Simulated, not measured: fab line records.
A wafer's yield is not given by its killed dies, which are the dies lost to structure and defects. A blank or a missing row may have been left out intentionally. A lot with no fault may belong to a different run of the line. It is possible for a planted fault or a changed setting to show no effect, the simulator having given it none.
The tool behind it: which one? / flow n5_finfet / 36 wafers from 12 lots sampled at 2 of the route's 1938 steps

## WHAT THE GAUGES READ, wafer by wafer
N5_BEOL_M10_RS_MEAS_57: uses a four-point probe to measure.
lot=L076; measured=day 10 03:44; on=film_metro-02; M10_RS (ohm/sq)=0.147 0.152 0.152
lot=L077; measured=day 11 04:15; on=film_metro-01; M10_RS (ohm/sq)=0.149 0.148 0.150
lot=L081; measured=day 11 12:23; on=film_metro-01; M10_RS (ohm/sq)=0.153 0.148 0.152
lot=L080; measured=day 11 13:19; on=film_metro-01; M10_RS (ohm/sq)=0.149 0.151 0.148
lot=L083; measured=day 12 11:29; on=film_metro-02; M10_RS (ohm/sq)=0.146 0.149 0.153
lot=L085; measured=day 12 20:46; on=film_metro-01; M10_RS (ohm/sq)=0.149 0.153 0.149
lot=L088; measured=day 13 10:08; on=film_metro-02; M10_RS (ohm/sq)=0.152 0.152 0.151
lot=L089; measured=day 14 02:48; on=film_metro-02; M10_RS (ohm/sq)=0.150 0.151 0.154
lot=L091; measured=day 14 06:39; on=film_metro-02; M10_RS (ohm/sq)=0.157 0.154 0.154
lot=L093; measured=day 14 17:07; on=film_metro-02; M10_RS (ohm/sq)=0.149 0.150 0.152
lot=L095; measured=day 15 02:37; on=film_metro-01; M10_RS (ohm/sq)=0.152 0.153 0.150
lot=L097; measured=day 16 01:14; on=film_metro-02; M10_RS (ohm/sq)=0.149 0.149 0.145

## EACH LOT AND THE TOOL THAT RAN IT (in order: tool; ch and the chambers of the sampled wafers; start)
lot=L076; N5_BEOL_M10_DEP_56=pecvd-02 ch 0,1,2, day 10 03:40
lot=L077; N5_BEOL_M10_DEP_56=pecvd-01 ch 0,1, day 11 04:10
lot=L081; N5_BEOL_M10_DEP_56=pecvd-04 ch 0,1, day 11 12:18
lot=L080; N5_BEOL_M10_DEP_56=pecvd-02 ch 0,2, day 11 13:14
lot=L083; N5_BEOL_M10_DEP_56=pecvd-01 ch 0,1,2, day 12 11:25
lot=L085; N5_BEOL_M10_DEP_56=pecvd-01 ch 0,1,2, day 12 20:41
lot=L088; N5_BEOL_M10_DEP_56=pecvd-04 ch 0,1,2, day 13 10:03
lot=L089; N5_BEOL_M10_DEP_56=pecvd-04 ch 0,2, day 14 02:43
lot=L091; N5_BEOL_M10_DEP_56=pecvd-01 ch 1,2, day 14 06:33
lot=L093; N5_BEOL_M10_DEP_56=pecvd-04 ch 0,1,2, day 14 17:02
lot=L095; N5_BEOL_M10_DEP_56=pecvd-04 ch 0,1,2, day 15 02:32
lot=L097; N5_BEOL_M10_DEP_56=pecvd-01 ch 1,2, day 16 01:09
- N5_BEOL_M10_DEP_56: deposits SiCN from 3MS/NH3, target thk 15 nm, time 26.5 s.

## THE ANSWER, worked out from the rows above alone
Rule: what is usual is taken from the lots themselves. Put in order of their means at a reading, lots are off if they are a third of the lots or fewer, leave a main group of 4 or more, and stand apart from it by a gap of 3 or more times the standard deviation of the main group's means; of several such gaps the widest counts. Not used: any main group whose means are identical at the precision the tables above print for the reading. A lot without any number at a reading at which 4 lots or more have one is off too. Where the step has rows for the other lots, those lots are counted as sound.
Nothing can be told from this: no lot is off at any reading shown.

## WHAT THE SIMULATOR HAD INSERTED
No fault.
